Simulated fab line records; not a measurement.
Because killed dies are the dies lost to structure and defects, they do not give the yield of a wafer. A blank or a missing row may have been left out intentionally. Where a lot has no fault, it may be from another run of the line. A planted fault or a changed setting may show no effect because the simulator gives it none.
Chamber matching | flow nand_harc | NHARC_P_M0_ETCH_34 on rie_diel-09: 3 sister chambers
The step etches the open film in N2/H2, target depth 40 nm, overetch 12 nm, time 43.94 s. 14 wafers are shown with their chamber, then 4 later ones without.

== EACH WAFER AND ITS CHAMBER ==
wafer  | chamber | drypump_motor_current_A (A) | rf_vpp_V (V) | oes_product_au (a.u.)
L074.4 | 1       | 5.71                        | 433.3        | 0.983
L074.5 | 3       | 5.65                        | 427.9        | 0.993
L074.6 | 0       | 5.22                        | 434.2        | 0.983
L076.1 | 1       | 5.67                        | 432.5        | 0.982
L076.3 | 1       | 5.70                        | 433.8        | 0.992
L076.4 | 3       | 5.63                        | 429.8        | 0.986
L081.2 | 3       | 5.65                        | 428.9        | 0.993
L081.4 | 1       | 5.70                        | 433.2        | 0.990
L081.6 | 1       | 5.68                        | 432.2        | 0.991
L085.1 | 3       | 5.62                        | 428.5        | 0.986
L085.3 | 0       | 5.23                        | 434.9        | 1.000
L085.6 | 0       | 5.21                        | 434.8        | 0.999
L084.1 | 1       | 5.69                        | 433.4        | 0.976
L084.2 | 0       | 5.23                        | 434.8        | 0.999

SIGNATURES (means of the wafers above)
reading                 | chamber 0 | chamber 1 | chamber 3 | scatter within a chamber
drypump_motor_current_A | 5.2225    | 5.6917    | 5.6375    | 0.0136
rf_vpp_V                | 434.675   | 433.067   | 428.775   | 0.604
oes_product_au          | 0.99525   | 0.98567   | 0.98950   | 0.0064
Rule: a wafer lies at a distance from a chamber equal to the root of the sum of squares, over the readings, of (its reading less the chamber's mean, divided by the reading's scatter). If the next closest chamber is less than 2 further off than the closest, the wafer can't be placed; otherwise it belongs to the closest. The scatter: take each reading less its chamber's mean, square it, sum over the shown wafers, divide by the number of wafers less the number of chambers, and take the root.

== WAFERS MISSING THEIR CHAMBER ==
wafer  | drypump_motor_current_A (A) | rf_vpp_V (V) | oes_product_au (a.u.)
L089.1 | 5.23                        | 434.3        | 1.000
L089.4 | 5.68                        | 433.4        | 0.994
L090.1 | 5.69                        | 433.1        | 0.992
L090.6 | 5.21                        | 434.2        | 1.002

== THE CHAMBER EACH PASSED THROUGH ==
wafer  | from the rows above | in truth
L089.1 | 0                   | 0
L089.4 | 1                   | 1
L090.1 | 1                   | 1
L090.6 | 0                   | 0
Correctly placed: 4 of 4. Can't be placed from these rows: 0. Number placed wrongly: 0.
